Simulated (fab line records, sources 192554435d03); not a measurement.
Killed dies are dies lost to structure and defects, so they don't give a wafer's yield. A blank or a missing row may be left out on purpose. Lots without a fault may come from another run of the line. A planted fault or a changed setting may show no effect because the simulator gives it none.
Chamber matching | flow n5_finfet | N5_ZERO_LAYER_ETCH_17 on rie_diel-03: 4 sister chambers
The step etches SiO2 in CF4, target depth 12 nm, time 13.3 s. 18 wafers are shown with their chamber, then 9 later ones without.

WAFERS WITH THEIR CHAMBER
wafer  | chamber | drypump_motor_current_A (A) | showerhead_plenum_p_Torr (Torr) | rf_vpp_V (V)
L076.1 | 1       | 6.4                         | 2.17                            | 949
L076.4 | 0       | 6.0                         | 2.20                            | 951
L076.5 | 2       | 5.4                         | 2.20                            | 954
L077.1 | 0       | 6.0                         | 2.20                            | 952
L077.4 | 3       | 4.9                         | 2.24                            | 955
L077.5 | 2       | 5.4                         | 2.20                            | 954
L084.1 | 2       | 5.4                         | 2.20                            | 953
L084.4 | 1       | 6.4                         | 2.16                            | 950
L084.6 | 3       | 4.9                         | 2.23                            | 955
L085.1 | 3       | 4.9                         | 2.23                            | 953
L085.2 | 1       | 6.4                         | 2.16                            | 949
L085.4 | 2       | 5.4                         | 2.20                            | 954
L086.2 | 3       | 4.9                         | 2.23                            | 953
L086.4 | 2       | 5.4                         | 2.19                            | 953
L086.6 | 0       | 6.0                         | 2.20                            | 951
L089.1 | 0       | 6.0                         | 2.20                            | 953
L089.2 | 3       | 4.9                         | 2.23                            | 954
L089.6 | 1       | 6.5                         | 2.16                            | 949

SIGNATURES (means of the wafers above)
reading                  | chamber 0 | chamber 1 | chamber 2 | chamber 3 | scatter within a chamber
drypump_motor_current_A  | 6.000     | 6.425     | 5.400     | 4.900     | 0.0231
showerhead_plenum_p_Torr | 2.2000    | 2.1625    | 2.1980    | 2.2320    | 0.0041
rf_vpp_V                 | 951.75    | 949.25    | 953.60    | 954.00    | 0.788
Rule: a wafer's distance from a chamber is the root of the sum, over the readings, of the square of ((its reading less the chamber's mean) divided by the reading's scatter). The wafer belongs to the nearest chamber; if the next one is less than 2 further off, it can't be placed. The scatter: the root of (the sum of the squares of (reading less its chamber's mean) over the shown wafers, divided by (wafers less chambers)).

WAFERS WITHOUT THEIR CHAMBER
wafer  | drypump_motor_current_A (A) | showerhead_plenum_p_Torr (Torr) | rf_vpp_V (V)
L092.1 | 6.0                         | 2.19                            | 952
L092.3 | 5.4                         | 2.19                            | 952
L092.5 | 5.4                         | 2.19                            | 953
L094.4 | 6.0                         | 2.19                            | 953
L094.5 | 4.9                         | 2.22                            | 954
L094.6 | 5.4                         | 2.19                            | 953
L095.2 | 5.4                         | 2.19                            | 953
L095.4 | 6.5                         | 2.15                            | 947
L095.5 | 4.9                         | 2.22                            | 953

WHICH CHAMBER EACH WENT THROUGH
wafer  | from the rows above | in truth
L092.1 | 0                   | 0
L092.3 | 2                   | 2
L092.5 | 2                   | 2
L094.4 | 0                   | 0
L094.5 | 3                   | 3
L094.6 | 2                   | 2
L095.2 | 2                   | 2
L095.4 | 1                   | 1
L095.5 | 3                   | 3
Placed correctly: 9 of 9. Can't be placed from these rows: 0. Placed wrongly: 0.
